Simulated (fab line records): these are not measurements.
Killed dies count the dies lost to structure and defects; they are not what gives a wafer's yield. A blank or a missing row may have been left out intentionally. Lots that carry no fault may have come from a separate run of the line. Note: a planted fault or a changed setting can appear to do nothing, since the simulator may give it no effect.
Comparing a struck lot with a sound one + flow n5Finfet + 15 steps out of a route of 1938
Sound: these wafers, L912.1, L912.4, L912.6. Struck: wafer L911.5 (left out: L911.1, L911.6 of the same lot, which were not struck); the cause appears at the end.
For every step that has rows: the tool of each side, followed by ch and its chambers, followed by its first start. Under that, the readings that differ: sound wafers + struck wafers + difference of the means + sigmas: that difference in standard deviations of wafers without a fault.
alike: readings with means less than 2 such deviations apart, plus words and numbers identical on both sides. not compared: withheld readings, readings lacking a value on some wafer, bounds such as >300 that could conceal the same value, and numbers that have no deviation in the record and whose values overlap.
The two part at a step that has a row with sigmas, a row that says differs or no value, or rows on one side only. Numbers that have no deviation but don't overlap get no sigmas and don't part them. A reading that every wafer of one side lacks parts them only if that side has two wafers or more.

first, 7 steps without rows for these wafers: N5_PASSIVATION_COAT_04; N5_PASSIVATION_EBR_06; N5_PASSIVATION_SOFTBAKE_05 (time 90 s); N5_PASSIVATION_EXPOSE_07 (exposes mask TV, defocus 0 nm, target cd 3000 nm); N5_PASSIVATION_PEB_08; N5_PASSIVATION_DEVELOP_09 (develop time 60 s); N5_PASSIVATION_HARDBAKE_11 (time 120 s).
N5_PASSIVATION_CD_MEAS_10: target cd 3000 nm.
  sound on cdSem-03 ch 0, day 14 13:46; struck on cdSem-02 ch 0, day 14 16:55
  alike: cdNm
N5_PASSIVATION_OVL_MEAS_60:
  sound on overlay-02 ch 0, day 14 13:47; struck on overlay-02 ch 0, day 14 16:58
  alike: TV_OVL
N5_PASSIVATION_INSPECT_61: inspects for defects (macro).
  sound: defectInspect-01 at day 14 13:49; struck: defectInspect-01 at day 14 16:59
  alike: rawDefectCount
N5_PASSIVATION_DESCUM_12: chemistry O2, time 7.9 s.
  sound on rieDiel-03 ch 2,3, day 14 14:01; struck on rieDiel-01 ch 2, day 14 17:01
| reading    | sound             | struck | difference | sigmas |
|------------|-------------------|--------|------------|--------|
| rfVppV (V) | 244.6 244.4 243.1 | 241.7  | -2.3       | -2     |
  alike: chamberPressureMTorr, drypumpMotorCurrentA, oesProductAu, showerheadPlenumPTorr, throttleValvePct
  not compared: rfHoursCounterH
N5_PASSIVATION_PASS_ETCH_74: etches SiNx in CF4/O2, target depth 220 nm, time 110 s.
  sound on rieDiel-03 ch 2,3, day 14 14:05; struck on rieDiel-01 ch 2, day 14 17:05
  alike: O2_flow_sccm, chamberPressureMTorr, drypumpMotorCurrentA, oesProductAu, rfVppV, showerheadPlenumPTorr, throttleValvePct
  not compared: rfHoursCounterH
N5_PASSIVATION_VIA_ETCH_13: etches SiO2 in CHF3/O2, target depth 660 nm, time 330 s.
  sound on rieDiel-03 ch 2,3, day 14 14:10; struck on rieDiel-01 ch 2, day 14 17:10
| reading             | sound             | struck | difference | sigmas |
|---------------------|-------------------|--------|------------|--------|
| O2_flow_sccm (sccm) | 5.003 5.001 4.984 | 4.963  | -0.033     | -2     |
| etchRfOnTimeS (s)   | 235 239 236       | 142    | -95        | -23    |
| oesProductAu (a.u.) | 0.64 0.74 0.75    | 0.98   | +0.27      | +4     |
  alike: chamberPressureMTorr, drypumpMotorCurrentA, rfVppV, showerheadPlenumPTorr, throttleValvePct
  not compared: rfHoursCounterH
N5_PASSIVATION_STRIP_14: strips in O2.
  sound on rieDiel-03 ch 2,3, day 14 14:22; struck on rieDiel-01 ch 2, day 14 17:22
  alike: chamberPressureMTorr, drypumpMotorCurrentA, oesProductAu, rfVppV, showerheadPlenumPTorr, throttleValvePct
  not compared: rfHoursCounterH
N5_PASSIVATION_PROBE_49:
  rows exist in the record for the sound wafers here (prober-01, day 14 20:33), none for the struck ones

## WHERE THEY PART
Last at N5_PASSIVATION_PROBE_49 as far as this record goes, first at N5_PASSIVATION_DESCUM_12.

WHY: the cause the simulator had injected
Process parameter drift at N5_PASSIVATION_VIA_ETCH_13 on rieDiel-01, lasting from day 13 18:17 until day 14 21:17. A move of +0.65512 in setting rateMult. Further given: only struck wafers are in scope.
